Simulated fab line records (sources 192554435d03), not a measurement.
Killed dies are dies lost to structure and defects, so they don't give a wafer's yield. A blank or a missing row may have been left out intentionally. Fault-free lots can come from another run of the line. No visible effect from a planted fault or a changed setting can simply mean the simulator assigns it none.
Matching of chambers ; flow n5Finfet ; rieDiel-05 running N5_HKMG_FIN_STRIP_92: 4 sister chambers
The step strips SOC in N2/H2, time 20 s. 4 wafers are shown with their chamber, then 7 later ones without.

== WAFERS, EACH WITH ITS CHAMBER ==
wafer;chamber;throttleValvePct (%)
L082.5;3;19.2
L084.6;0;19.4
L088.3;1;18.5
L088.4;2;18.3

== WAFERS MISSING THEIR CHAMBER ==
wafer;throttleValvePct (%)
L088.5;19.4
L094.1;18.5
L094.4;18.4
L094.6;18.5
L096.3;18.4
L096.4;18.4
L096.5;18.5

== WHICH CHAMBER EACH ONE RAN IN ==
wafer;from the rows above;in truth
L088.5;0;0
L094.1;1;1
L094.4;can't be placed: 2 or 1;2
L094.6;1;1
L096.3;can't be placed: 2 or 1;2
L096.4;can't be placed: 2 or 1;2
L096.5;1;1
4 of 7 placed correctly. These rows do not allow placing 3 (true chamber among the candidates in 3). Number placed wrongly: 0.
How it was worked out, from the rows above alone: a wafer's distance from a chamber is the root of the sum, over the readings, of the square of ((its reading less the chamber's mean) divided by the reading's scatter). If the next closest chamber is less than 2 further off than the closest, the wafer can't be placed; otherwise it belongs to the closest. A chamber's mean is the mean of its shown wafers. The scatter (one wafer shown for each chamber): square how far every hidden wafer sits from the nearest shown wafer, average those squares and take the square root.
